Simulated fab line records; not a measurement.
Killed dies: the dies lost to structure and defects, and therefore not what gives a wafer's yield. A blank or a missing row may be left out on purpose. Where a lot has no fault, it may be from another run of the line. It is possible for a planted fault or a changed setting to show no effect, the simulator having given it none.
fab line records	flow n5-finfet
record: lots: 5	wafers: 15	last-day: 16
route steps=1938 shown DUMMY_GATE@246 SPACER0@258 SD_EPI_N@262 DUMMY_REMOVAL@377 BEOL_M4@1111
lots that met no fault: from a run of the same line without faults
start-h: the number of hours between the record's first day and the start of the first shown wafer of the lot	wait-h: hours since the lot's step before	" as in the row above	L1.1+2: a single row standing in for several wafers	- no value present, or no start provided	* or withheld: withheld	< > ~ a bound
route shown NAME@n: a module of which the file shows steps, and the number in the route of the first	usual: the fault-free wafers' mean and standard deviation	same: alike in all rows	chamber/n: place in a boat	sites: each site's reading	_std_site: standard deviation across them	_edge_site: inner sites' mean taken away from outer sites' mean	radius-mm: how far each site lies from the wafer's centre	mask NAME#n: copy n	behind: the tool/chamber that last shaped the wafer	hold: what put the lot on hold/how long, in hours/how the hold closed	device: names the non-switching transistor (n, p or np)	end of line: the route-end tests of the same wafers	for a step that has no rows: nothing shown but its recipe	killed: not the wafer's yield, but the dies lost to structure and defects at the first sort	map: the dies of a wafer, with x for killed, . for not killed, _ for no die there
set.NAME: the setting that was run; set.NAME@STEP: the one run at that earlier step	model.NAME: the simulator's own value behind a step, which no gauge read
certain route steps with their lots: each step a table, each wafer a row
services: when a tool's chamber went out of use (start-h, in hours from the record's first day, below 0 if earlier), for how many hours, and the reason
== steps ==
step: N5_DUMMY_GATE_ETCH_32
recipe: chemistry: CF4	target: SiO2	target-depth-a: 35	time-s: 3.9	ion-energy-ev: 350	pressure-mtorr: 10	icp-w: 800	bias-w: 400	cf4-flow-sccm: 80
usual: drypump-motor-current-A: 5.5/0.5	oes-product-au: 0.997/0.021	rf-fwd-power-W: 788/3.9	throttle-valve-pct: 21.7/0.34
lot.wafer	tool	chamber	start-h	wait-h	drypump-motor-current-A	oes-product-au	rf-fwd-power-W	rf-hours-counter-h	throttle-valve-pct
L143.1	rie-si-02	0	59.27	0.1	5.3	0.985	789	201	21.7
L143.2	"	1	"	"	5.4	0.970	788	37	21.4
L143.6	"	0	"	"	5.3	0.991	788	-	21.7
L152.1	rie-si-02	0	117.81	0.1	5.3	0.970	785	0	21.4
L152.4	"	3	"	"	5.6	0.981	791	163	21.9
L152.5	"	3	"	"	5.6	0.980	789	-	21.9
L153.1	rie-si-02	0	128.27	0.1	5.3	0.987	789	0	21.4
L153.3	"	1	"	"	5.4	0.967	789	38	21.4
L153.6	"	2	"	"	5.3	0.975	795	-	21.7
L154.2	rie-si-06	2	132.40	0.1	4.8	1.008	790	2	21.7
L154.3	"	3	"	"	4.8	1.025	790	72	22.2
L154.4	"	0	"	"	5.4	1.003	783	131	21.2
L159.1	rie-si-04	2	156.38	0.1	6.2	1.032	793	123	22.2
L159.3	"	3	"	"	5.7	0.968	786	168	21.6
L159.6	"	1	"	"	6.0	1.002	787	-	21.4
step: N5_DUMMY_GATE_ETCH_23
recipe: chemistry: HBr/Cl2/O2	HBr_flow_sccm: 150	Cl2_flow_sccm: 80	O2_flow_sccm: 12	bias-w: 102	target-depth-a: 410	time-s: 22.3	target: poly-Si	mask-material: SiO2	pressure-mtorr: 10	icp-w: 800
step: N5_DUMMY_GATE_ETCH_44
recipe: chemistry: HBr/O2	over-etch-frac: 0.7	target-depth-a: 1275	stop-on: SiO2	ion-energy-ev: 60	bias-w: 20	target: poly-Si	mask-material: SiO2	pressure-mtorr: 20	icp-w: 400	HBr_flow_sccm: 120	O2_flow_sccm: 10
step: N5_DUMMY_GATE_CD_MEAS_24
recipe: target-cd-nm: 15
usual: cd-nm: 14.7/0.5
lot.wafer	tool	chamber	start-h	wait-h	cd-nm
L143.1	cd-sem-03	-	59.47	0.1	15.1
L143.2	"	-	"	"	14.9
L143.6	"	-	"	"	14.4
L152.1	cd-sem-03	-	118.01	0.1	14.7
L152.4	"	-	"	"	14.6
L152.5	"	-	"	"	14.6
L153.1	cd-sem-03	-	128.47	0.1	14.3
L153.3	"	-	"	"	14.5
L153.6	"	-	"	"	15.0
L154.2	cd-sem-02	-	132.60	0.1	14.0
L154.3	"	-	"	"	14.5
L154.4	"	-	"	"	14.8
L159.1	cd-sem-03	-	156.59	0.1	14.9
L159.3	"	-	"	"	14.7
L159.6	"	-	"	"	15.0
step: N5_DUMMY_GATE_ETCH_42
recipe: chemistry: CHF3/O2	target: SiO2	target-depth-a: 35	time-s: 31	ion-energy-ev: 30	bias-w: 12	pressure-mtorr: 30	source-w: 600	Ar_flow_sccm: 200	CHF3_flow_sccm: 50	O2_flow_sccm: 5
step: N5_DUMMY_GATE_STRIP_48
recipe: chemistry: N2/H2	time-s: 20	power-w: 100	temp-c: 40	pressure-mtorr: 100	rf-frequency-hz: 6e+07	bias-power-w: 3	n2-flow-sccm: 300	h2-flow-sccm: 300
step: N5_DUMMY_GATE_PRECLEAN_33
recipe: chemistry: dHF	time-s: 10	dilution: 750:1	temp-c: 25
step: N5_DUMMY_GATE_PRECLEAN_25
recipe: chemistry: O3/DIW	time-s: 45	temp-c: 22	o3-ppm: 10
step: N5_DUMMY_GATE_PRECLEAN_51
recipe: chemistry: SC2	time-s: 45	temp-c: 35	mix: 1:1:50
step: N5_DUMMY_GATE_SRD_26
recipe: dry: ipa-marangoni	time-s: 30	temp-c: 23	rinse-liquid: diw
step: N5_DUMMY_GATE_UV_OZONE_45
recipe: time-s: 120	pressure-torr: 760	temp-c: 25
step: N5_DUMMY_GATE_INSPECT_27
recipe: inspect-instrument: brightfield	mode: aei
usual: raw-defect-count: 302/76
lot.wafer	tool	chamber	start-h	wait-h	raw-defect-count
L143.1	defect-inspect-02	-	59.75	0.0	390
L143.2	"	-	"	"	269
L143.6	"	-	"	"	322
L152.1	defect-inspect-01	-	118.29	0.0	240
L152.4	"	-	"	"	219
L152.5	"	-	"	"	284
L153.1	defect-inspect-02	-	128.76	0.0	371
L153.3	"	-	"	"	397
L153.6	"	-	"	"	238
L154.2	defect-inspect-01	-	132.88	0.0	304
L154.3	"	-	"	"	224
L154.4	"	-	"	"	238
L159.1	defect-inspect-02	-	156.87	0.0	520
L159.3	"	-	"	"	312
L159.6	"	-	"	"	424
step: N5_SPACER0_ALD_07
recipe: material: SiNx	target-thk-a: 20	temp-c: 400	ald-precursor-family: SiH2I2	ald-co-reactant: N2/H2-plasma	pressure-torr: 2
usual: heater-power-w: 848/110	susceptor-temp-C: 399.98/0.23
lot.wafer	tool	chamber	start-h	wait-h	heater-power-w	susceptor-temp-C	model.SiNx_of_SPACER0_ALD_07.thk-nm
L143.1	ald-sin-04	3	59.79	0.0	772	399.86	2
L143.2	"	0	"	"	743	399.96	2
L143.6	"	2	"	"	982	399.84	2
L152.1	ald-sin-03	0	118.80	0.5	841	399.95	2
L152.4	"	1	"	"	732	399.83	2
L152.5	"	2	"	"	911	400.05	2
L153.1	ald-sin-01	1	128.80	0.0	849	399.94	2
L153.3	"	0	"	"	618	400.24	2
L153.6	"	2	"	"	1075	400.13	2
L154.2	ald-sin-04	0	132.92	0.0	776	400.05	2
L154.3	"	2	"	"	1015	399.92	2
L154.4	"	1	"	"	766	399.79	2
L159.1	ald-sin-04	0	157.11	0.2	776	399.50	2
L159.3	"	3	"	"	798	400.15	2.6
L159.6	"	2	"	"	986	400.18	2
step: N5_SPACER0_ALD_00
recipe: material: SiOCN	target-thk-a: 35	temp-c: 400	ald-precursor-family: alkyl-aminosilane	ald-co-reactant: O2/N2-plasma	pulse-time-s: 3	purge-time-s: 2	co-reactant-purge-time-s: 2	ald-cycles: 58	pressure-torr: 2
step: N5_SPACER0_ALD_08
recipe: material: SiNx	target-thk-a: 20	temp-c: 400	ald-precursor-family: SiH2I2	ald-co-reactant: N2/H2-plasma	pressure-torr: 2
step: N5_SPACER0_INSPECT_04
recipe: inspect-instrument: darkfield	mode: post-dep
usual: raw-defect-count: 138/34
lot.wafer	tool	chamber	start-h	wait-h	raw-defect-count
L143.1	defect-inspect-02	-	60.36	0.1	166
L143.2	"	-	"	"	144
L143.6	"	-	"	"	135
L152.1	defect-inspect-01	-	119.37	0.1	128
L152.4	"	-	"	"	104
L152.5	"	-	"	"	148
L153.1	defect-inspect-01	-	129.37	0.1	154
L153.3	"	-	"	"	154
L153.6	"	-	"	"	91
L154.2	defect-inspect-02	-	133.49	0.1	184
L154.3	"	-	"	"	170
L154.4	"	-	"	"	129
L159.1	defect-inspect-02	-	157.68	0.1	228
L159.3	"	-	"	"	167
L159.6	"	-	"	"	177
step: N5_SD_EPI_N_COAT_32
recipe: resist: SOC	temp-c: 250	time-s: 60	spin-rpm: 1500	resist-thk-nm: 350
step: N5_SD_EPI_N_COAT_33
recipe: resist: SiARC	temp-c: 220	time-s: 60	spin-rpm: 1500	resist-thk-nm: 35
step: N5_SD_EPI_N_COAT_03
recipe: resist: CAR-ArF-block	spin-rpm: 1500	resist-thk-nm: 150
step: N5_SD_EPI_N_EBR_05
recipe: solvent: PGMEA	ebr-width-mm: 1.5
step: N5_SD_EPI_N_SOFTBAKE_04
recipe: temp-c: 110	time-s: 60	resist: CAR-ArF-block
step: N5_SD_EPI_N_EXPOSE_06
recipe: mask-id: SD_N_BLK	na: 1.35	source-shape: conventional	sigma-outer: 0.8	polarization: unpolarized	target-cd-nm: 120	dose-mj: 39.75
step: N5_SD_EPI_N_PEB_07
recipe: peb-temp-c: 110	peb-time-s: 60	resist: CAR-ArF-block
step: N5_SD_EPI_N_DEVELOP_08
recipe: develop-time-s: 30	developer: TMAH	resist: CAR-ArF-block	dev-temp-c: 23	rinse-liquid: diw	dry: air-spin
step: N5_SD_EPI_N_CD_MEAS_09
recipe: target-cd-nm: 120	landing-energy-ev: 500	detector: se-inlens
usual: cd-nm: 120.0/0.88
lot.wafer	tool	chamber	start-h	wait-h	cd-nm
L143.1	cd-sem-01	0	60.76	-	117.6
L143.2	"	0	"	"	120.4
L143.6	"	0	"	"	118.3
L152.1	cd-sem-03	0	119.77	-	120.7
L152.4	"	0	"	"	120.2
L152.5	"	0	"	"	120.7
L153.1	cd-sem-03	0	129.64	-	120.0
L153.3	"	0	"	"	120.0
L153.6	"	0	"	"	119.3
L154.2	cd-sem-02	0	133.89	-	121.6
L154.3	"	0	"	"	120.6
L154.4	"	0	"	"	120.6
L159.1	cd-sem-02	0	158.08	-	120.6
L159.3	"	0	"	"	120.3
L159.6	"	0	"	"	121.2
step: N5_SD_EPI_N_OVL_MEAS_10
recipe: points-per-wafer: 44
usual: SD_N_BLK_OVL: 0.2/0.7
lot.wafer	tool	chamber	start-h	wait-h	SD_N_BLK_OVL[nm]
L143.1	overlay-02	0	60.79	0.0	1.0
L143.2	"	0	"	"	0.9
L143.6	"	0	"	"	-0.1
L152.1	overlay-02	0	119.80	0.0	0.3
L152.4	"	0	"	"	0.3
L152.5	"	0	"	"	0.0
L153.1	overlay-02	0	129.67	0.0	0.3
L153.3	"	0	"	"	-0.2
L153.6	"	0	"	"	1.4
L154.2	overlay-02	0	133.92	0.0	1.0
L154.3	"	0	"	"	-0.6
L154.4	"	0	"	"	-0.1
L159.1	overlay-02	0	158.11	0.0	-0.1
L159.3	"	0	"	"	1.0
L159.6	"	0	"	"	0.2
step: N5_SD_EPI_N_INSPECT_11
recipe: mode: adi	inspect-instrument: macro
usual: raw-defect-count: 1.8/1.4
lot.wafer	tool	chamber	start-h	wait-h	raw-defect-count
L143.1	defect-inspect-02	-	60.81	0.0	4
L143.2	"	-	"	"	1
L143.6	"	-	"	"	0
L152.1	defect-inspect-02	-	119.82	0.0	1
L152.4	"	-	"	"	2
L152.5	"	-	"	"	2
L153.1	defect-inspect-02	-	129.70	0.0	0
L153.3	"	-	"	"	0
L153.6	"	-	"	"	1
L154.2	defect-inspect-02	-	133.94	0.0	1
L154.3	"	-	"	"	0
L154.4	"	-	"	"	1
L159.1	defect-inspect-01	-	158.14	0.0	2
L159.3	"	-	"	"	0
L159.6	"	-	"	"	4
step: N5_SD_EPI_N_DESCUM_14
recipe: chemistry: O2	time-s: 7.9	source-power-w: 50	bias-power-w: 20	pressure-mtorr: 20	rf-frequency-hz: 2.712e+07	temp-c: 40	resist: CAR-ArF-block	o2-flow-sccm: 225
usual: drypump-motor-current-A: 5.5/0.52	oes-product-au: 0.78/0.1	rf-fwd-power-W: 49.43/0.23	rf-vpp-V: 243.2/1.1	showerhead-plenum-p-Torr: 2.10/0.053	throttle-valve-pct: 20.56/0.23
lot.wafer	tool	chamber	start-h	wait-h	drypump-motor-current-A	oes-product-au	rf-fwd-power-W	rf-hours-counter-h	rf-vpp-V	showerhead-plenum-p-Torr	throttle-valve-pct
L143.1	rie-diel-05	2	60.84	0.0	4.8	0.78	49.24	119	242.2	2.04	20.60
L143.2	"	3	"	"	6.1	0.74	49.91	154	242.4	2.11	20.62
L143.6	"	3	"	"	6.1	0.74	49.84	-	242.5	2.10	20.63
L152.1	rie-diel-03	2	120.03	0.2	5.8	0.95	49.11	12	243.3	2.16	20.35
L152.4	"	3	"	"	5.5	0.73	49.21	-	244.1	2.17	20.75
L152.5	"	1	"	"	5.9	0.67	49.31	-	243.7	2.06	20.83
L153.1	rie-diel-06	1	129.99	0.3	5.9	0.68	49.87	212	243.7	2.06	20.74
L153.3	"	3	"	"	4.8	0.71	49.47	189	244.9	2.19	20.78
L153.6	"	1	"	"	5.9	0.68	49.94	-	242.8	2.07	20.74
L154.2	rie-diel-03	3	134.02	0.1	5.5	0.72	49.26	224	243.3	2.16	20.76
L154.3	"	2	"	"	5.8	0.92	49.14	21	244.7	2.16	20.38
L154.4	"	3	"	"	5.5	0.72	49.39	-	244.6	2.16	20.76
L159.1	rie-diel-05	0	158.17	0.0	5.9	0.89	49.50	37	242.7	2.03	20.32
L159.3	"	3	"	"	6.1	0.71	49.85	192	242.7	2.09	20.68
L159.6	"	3	"	"	6.1	0.71	49.42	-	242.8	2.09	20.68
step: N5_SD_EPI_N_ETCH_34
recipe: chemistry: CF4	target: SiARC	target-depth-a: 455	mask-material: CAR-ArF-block	time-s: 75.8	ion-energy-ev: 80	pressure-mtorr: 40	source-w: 545	bias-w: 36	Ar_flow_sccm: 100	cf4-flow-sccm: 100	ends: cleared
step: N5_SD_EPI_N_ETCH_35
recipe: chemistry: N2/H2	target: SOC	overetch-a: 1080	mask-material: SiARC	temp-c: 40	ion-energy-ev: 100	source-w: 3000	bias-w: 133	pressure-mtorr: 20	time-s: 486	n2-flow-sccm: 200	h2-flow-sccm: 200
step: N5_SD_EPI_N_STRIP_36
recipe: chemistry: N2/H2	temp-c: 40	n2-flow-sccm: 200	h2-flow-sccm: 200	rf-frequency-hz: 6e+07
step: N5_SD_EPI_N_ETCHBACK_44
recipe: chemistry: CH3F/O2	mode: anisotropic-etchback	target: SiNx	target-depth-a: 145	stop-on: SiO2	over-etch-frac: 0.3	ion-energy-ev: 120	pressure-mtorr: 30	source-w: 395	bias-w: 73	Ar_flow_sccm: 150	CH3F_flow_sccm: 30	O2_flow_sccm: 20
step: N5_SD_EPI_N_ETCH_45
recipe: chemistry: CH3F/O2	target: SiOCN	target-depth-a: 60	mask-material: SOC	ion-energy-ev: 60	bias-w: 29	pressure-mtorr: 15	source-w: 410	Ar_flow_sccm: 150	CH3F_flow_sccm: 30	O2_flow_sccm: 20
usual: drypump-motor-current-A: 5.5/0.53	mfc-ar-sccm: 149.9/0.46	oes-product-au: 0.78/0.1	rf-fwd-power-W: 408.2/1.3	rf-vpp-V: 127.3/0.9	showerhead-plenum-p-Torr: 1.99/0.051	throttle-valve-pct: 23.43/0.18
lot.wafer	tool	chamber	start-h	wait-h	drypump-motor-current-A	mfc-ar-sccm	oes-product-au	rf-fwd-power-W	rf-hours-counter-h	rf-vpp-V	showerhead-plenum-p-Torr	throttle-valve-pct
L143.1	rie-diel-05	2	61.36	0.1	4.8	149.5	0.78	408.8	119	127.7	1.92	23.34
L143.2	"	3	"	"	6.1	150.1	0.74	409.3	154	127.8	1.99	23.38
L143.6	"	3	"	"	6.1	150.0	0.73	409.8	-	127.0	1.99	23.38
L152.1	rie-diel-03	2	120.55	0.1	5.8	149.3	0.96	406.4	13	129.4	2.04	23.19
L152.4	"	3	"	"	5.5	149.5	0.72	405.4	-	126.6	2.03	23.41
L152.5	"	1	"	"	5.9	149.6	0.68	408.8	-	126.8	1.94	23.55
L153.1	rie-diel-06	1	130.51	0.1	5.9	149.8	0.68	409.6	212	127.0	1.98	23.73
L153.3	"	3	"	"	4.8	149.3	0.70	408.6	189	127.8	2.09	23.78
L153.6	"	1	"	"	5.9	149.5	0.67	410.5	-	127.0	1.98	23.72
L154.2	rie-diel-03	3	134.54	0.1	5.5	150.3	0.71	407.0	224	128.5	2.03	23.43
L154.3	"	2	"	"	5.8	149.8	0.93	408.7	21	126.9	2.04	23.21
L154.4	"	3	"	"	5.5	150.6	0.71	405.3	-	128.1	2.03	23.42
L159.1	rie-diel-05	0	158.69	0.1	5.9	149.5	0.89	407.0	37	126.4	1.95	23.44
L159.3	"	3	"	"	6.1	150.1	0.70	408.5	192	126.2	1.98	23.41
L159.6	"	3	"	"	6.1	150.1	0.70	408.4	-	128.3	1.98	23.42
step: N5_SD_EPI_N_ETCH_16
recipe: chemistry: CHF3/O2	target: SiO2	target-depth-a: 50	mask-material: SOC	pressure-mtorr: 30	source-w: 650	bias-w: 170	Ar_flow_sccm: 200	CHF3_flow_sccm: 50	O2_flow_sccm: 5	ion-energy-ev: 200
step: N5_SD_EPI_N_STRIP_47
recipe: chemistry: CHF3/O2	resist: SiARC	rf-frequency-hz: 6e+07
step: N5_SD_EPI_N_SD_RECESS_17
recipe: chemistry: HBr/Cl2/O2	target-depth-a: 410	mask-material: SOC	time-s: 23.7	bt-time-s: 3	pressure-mtorr: 10	icp-w: 800	bias-w: 112	HBr_flow_sccm: 150	Cl2_flow_sccm: 80	O2_flow_sccm: 12
usual: drypump-motor-current-A: 5.7/0.44	oes-product-au: 0.999/0.011	rf-fwd-power-W: 795.5/2.8	throttle-valve-pct: 37.0/0.43
lot.wafer	tool	chamber	start-h	wait-h	drypump-motor-current-A	oes-product-au	rf-fwd-power-W	rf-hours-counter-h	throttle-valve-pct
L143.1	rie-si-03	0	61.53	0.0	5.0	0.987	794.0	97	37.4
L143.2	"	1	"	"	6.6	0.984	791.3	68	37.3
L143.6	"	1	"	"	6.6	0.982	795.8	-	37.3
L152.1	rie-si-01	3	120.72	0.0	5.4	0.992	796.0	104	37.6
L152.4	"	1	"	"	5.3	1.013	796.6	105	36.1
L152.5	"	1	"	"	5.3	0.999	796.1	-	36.1
L153.1	rie-si-03	3	130.68	0.0	6.0	1.009	798.6	57	36.8
L153.3	"	1	"	"	6.5	0.988	798.7	69	37.3
L153.6	"	1	"	"	6.6	0.984	796.4	-	37.3
L154.2	rie-si-01	3	134.71	0.0	5.4	1.002	798.2	104	37.5
L154.3	"	0	"	"	5.9	1.002	792.6	94	37.3
L154.4	"	1	"	"	5.4	1.012	796.6	105	36.1
L159.1	rie-si-03	3	158.86	0.0	6.0	1.020	791.9	58	36.7
L159.3	"	1	"	"	6.6	0.988	796.5	70	37.3
L159.6	"	3	"	"	5.9	1.021	796.3	-	36.8
step: N5_SD_EPI_N_STRIP_38
recipe: chemistry: N2/H2	power-w: 1000	temp-c: 250	h2-frac: 0.65	overash-fraction: 0.3	pressure-mtorr: withheld	n2-flow-sccm: 1750	h2-flow-sccm: 3250
step: N5_SD_EPI_N_WET_ETCH_43
recipe: chemistry: dHF	dilution: withheld	time-s: 14	target: SiO2	target-depth-a: 15	temp-c: 25
step: N5_SD_EPI_N_STRIP_18
recipe: chemistry: SPM	time-s: 750	temp-c: 130	h2so4-h2o2-vol-ratio: 4
step: N5_SD_EPI_N_SRD_20
recipe: dry: ipa-marangoni	do-ppb: 5	time-s: 30	temp-c: 23	rinse-liquid: diw
step: N5_SD_EPI_N_PRECLEAN_48
recipe: chemistry: NF3:NH3	afs-cycles: 2	temp-c: 30	time-s: 20	sublimation-temp-c: 180	sublimation-time-s: 60	pressure-torr: 3	rf-power-w: 30
step: N5_SD_EPI_N_VAPOR_ETCH_50
recipe: chemistry: HCl	target: Si	temp-c: 775	time-s: 54	pressure-torr: 20	mode: isotropic
usual: susceptor-temp-C: 775.0/0.31	throttle-valve-pct: 11.54/0.22
lot.wafer	tool	chamber	start-h	wait-h	susceptor-temp-C	throttle-valve-pct
L143.1	epi-rpcvd-03	0	62.34	0.3	775.2	11.55
L143.2	"	0	"	"	774.6	11.75
L143.6	"	0	"	"	775.4	11.34
L152.1	epi-rpcvd-04	0	121.52	0.3	774.5	11.79
L152.4	"	0	"	"	774.8	11.82
L152.5	"	0	"	"	774.6	11.78
L153.1	epi-rpcvd-03	0	131.51	0.3	775.2	11.37
L153.3	"	0	"	"	774.9	11.29
L153.6	"	0	"	"	774.3	11.22
L154.2	epi-rpcvd-04	0	135.59	0.3	775.4	11.59
L154.3	"	0	"	"	775.6	11.70
L154.4	"	0	"	"	775.2	11.89
L159.1	epi-rpcvd-03	0	159.70	0.3	775.1	11.40
L159.3	"	0	"	"	775.3	11.30
L159.6	"	0	"	"	775.2	11.19
step: N5_DUMMY_REMOVAL_HM_STRIP_01
recipe: chemistry: CH3F/O2	material: SiNx	target-depth-a: 40	stop-on: poly-Si	time-s: 6.8	over-etch-frac: 0.3	ion-energy-ev: 60	power-w: 410	bias-w: 29	Ar_flow_sccm: 150	CH3F_flow_sccm: 30	O2_flow_sccm: 20
usual: drypump-motor-current-A: 5.9/0.58	mfc-ar-sccm: 150.0/0.47	oes-product-au: 0.65/0.062	rf-vpp-V: 127.4/1	showerhead-plenum-p-Torr: 1.99/0.068	throttle-valve-pct: 16.21/0.24
lot.wafer	tool	chamber	start-h	wait-h	drypump-motor-current-A	mfc-ar-sccm	oes-product-au	rf-hours-counter-h	rf-vpp-V	showerhead-plenum-p-Torr	throttle-valve-pct
L143.1	rie-diel-01	0	80.79	0.0	5.1	150.1	0.77	5	128.9	1.95	15.82
L143.2	"	1	"	"	6.4	150.0	0.76	11	128.0	2.06	16.40
L143.6	"	3	"	"	6.2	149.3	0.62	-	126.7	1.99	16.02
L152.1	rie-diel-01	2	140.43	0.0	6.8	150.7	0.64	114	126.2	1.92	15.88
L152.4	"	3	"	"	6.3	150.2	0.61	168	127.9	1.98	16.06
L152.5	"	0	"	"	5.1	150.0	0.73	-	126.7	1.95	15.86
L153.1	rie-diel-02	1	150.26	0.0	5.4	149.3	0.62	157	127.4	2.00	16.29
L153.3	"	0	"	"	5.6	150.7	0.57	241	127.2	2.05	16.62
L153.6	"	0	"	"	5.5	150.3	0.56	-	126.8	2.05	16.64
L154.2	rie-diel-02	1	154.55	0.0	5.4	150.2	0.62	158	127.7	2.00	16.28
L154.3	"	2	"	"	6.2	149.3	0.75	9	129.4	2.13	16.03
L154.4	"	3	"	"	6.0	149.6	0.59	168	127.6	1.99	16.66
L159.1	rie-diel-04	3	178.13	0.0	6.6	150.7	0.65	131	127.0	1.92	16.05
L159.3	"	1	"	"	5.0	150.0	0.84	33	126.1	2.05	16.28
L159.6	"	1	"	"	5.1	149.7	0.72	-	128.7	2.05	16.28
step: N5_BEOL_M4_RC_MEAS_101
usual: DIBL_N: 36.9/2.1	DIBL_P: 37.1/2.5	IOFF_N: 0.17/0.039	IOFF_P: 0.23/0.043	ION_N: 673/15	ION_P: 462/9.1	REXT_N: 75.2/1.6	SS_N: 71.8/0.69	SS_P: 73.6/0.74	VT_N: 250/3.6	VT_P: -249.7/2.9	VT_P_LVT: -98.4/2.7
lot.wafer	tool	chamber	start-h	wait-h	DIBL_N[mV/V]	DIBL_P[mV/V]	IOFF_N[nA/um]	IOFF_P[nA/um]	ION_N[uA/um]	ION_P[uA/um]	REXT_N[ohm.um]	SS_N[mV/dec]	SS_P[mV/dec]	VT_N[mV]	VT_P[mV]	VT_P_LVT[mV]
L143.1	prober-02	0	180.91	0.0	36.0	36.5	0.17	0.22	672	467	73.7	72.1	72.5	250	-250.1	-98.2
L143.2	"	0	"	"	34.6	35.6	0.14	0.20	663	459	74.7	71.0	72.8	253	-251.5	-100.4
L143.6	"	0	"	"	36.7	38.2	0.17	0.23	665	460	74.9	72.5	73.6	250	-249.4	-99.7
L152.1	prober-01	0	241.76	0.0	37.3	37.2	0.17	0.24	664	458	79.1	72.1	73.9	249	-249.1	-97.4
L152.4	"	0	"	"	36.7	35.8	0.16	0.23	668	461	77.7	71.4	73.7	253	-248.0	-97.5
L152.5	"	0	"	"	34.3	33.6	0.13	0.18	650	452	78.0	71.6	73.0	256	-253.1	-100.9
L153.1	prober-02	0	242.29	0.0	34.7	36.9	0.15	0.22	672	462	73.4	71.4	73.3	252	-248.3	-97.9
L153.3	"	0	"	"	36.3	38.0	0.17	0.25	668	461	74.0	72.2	73.6	253	-250.1	-96.6
L153.6	"	0	"	"	32.3	33.3	0.12	0.17	649	450	74.5	72.0	71.9	255	-253.8	-101.0
L154.2	prober-01	0	251.01	0.2	37.1	36.0	0.14	0.19	666	459	75.9	71.9	73.2	257	-253.7	-103.9
L154.3	"	0	"	"	38.0	38.7	0.16	0.25	665	465	77.6	72.0	74.2	252	-249.0	-98.9
L154.4	"	0	"	"	36.7	35.0	0.14	0.18	677	461	74.5	71.5	72.9	252	-251.7	-103.1
L159.1	prober-01	0	279.40	0.0	34.8	34.5	0.13	0.16	670	456	76.0	71.0	72.6	255	-254.5	-103.6
L159.3	"	0	"	"	31.4	32.4	0.09	0.12	623	432	83.6	71.2	72.6	262	-261.1	-109.1
L159.6	"	0	"	"	35.3	34.9	0.13	0.16	640	442	74.8	71.6	72.8	256	-255.4	-104.8
== services ==
tool	chamber	start-h	hours	kind
rie-si-02	3	35.58	0.9	repair
rie-diel-01	-	38.35	2.0	repair
ald-sin-01	-	39.70	2.8	pm
ald-sin-04	0	39.99	2.1	repair
ald-sin-01	0	48.83	4.5	repair
rie-si-01	0	52.51	6.1	repair
rie-si-01	3	56.00	24.3	repair
rie-diel-02	3	63.87	10.9	repair
rie-diel-02	3	75.88	2.6	repair
rie-diel-03	0	77.63	53.1	repair
rie-si-02	-	83.82	28.1	pm
ald-sin-04	0	94.13	16.4	repair
rie-diel-03	2	97.15	3.3	repair
rie-diel-06	0	100.78	9.1	repair
rie-diel-06	-	119.48	4.4	repair
rie-si-02	3	124.63	12.3	repair
rie-diel-06	0	124.63	1.7	repair
epi-rpcvd-04	-	129.78	2.8	pm
rie-si-02	-	145.78	2.8	pm
rie-diel-02	1	156.55	15.9	repair
rie-diel-03	-	158.24	0.4	repair
rie-diel-01	3	165.35	3.0	repair
rie-si-03	2	166.99	1.0	repair
rie-diel-03	3	168.79	4.2	repair
== key ==
first-sign: step: N5_DUMMY_REMOVAL_HM_STRIP_01	reading: oes-product-au	direction: up	sigmas: 3	usual: 0.65	struck: 0.84
effect: step: N5_BEOL_M4_RC_MEAS_101	reading: REXT_N	direction: up	sigmas: 5.1	usual: 75.2	struck: 83.6
effect: step: N5_BEOL_M4_RC_MEAS_101	reading: VT_P_LVT	direction: down	sigmas: 4	usual: -98.4	struck: -109.1
effect: step: N5_BEOL_M4_RC_MEAS_101	reading: VT_P	direction: down	sigmas: 3.9	usual: -249.7	struck: -261.1
effect: step: N5_BEOL_M4_RC_MEAS_101	reading: ION_P	direction: down	sigmas: 3.3	usual: 462	struck: 432
model-effect: step: N5_SPACER0_ALD_07	value: SiNx_of_SPACER0_ALD_07.thk-nm	without: 2	struck: 2.6
met-at N5_SPACER0_ALD_07
struck-wafers L159.3
sort-left-out L159.3
onset-between 132.92 157.11
fault: kind: process-parameter-drift	tool: ald-sin-04	chamber: -	onset-h: 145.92	steps: N5_SPACER0_ALD_07	channel: target-thk-a	offset: *	shape: step	end-h: 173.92	scope: struck-wafers-only	acts-in: *	stated: *
sort-left-out: the simulated sort isn't trusted on such a fault, so these wafers' sort isn't shown, and their yield isn't known
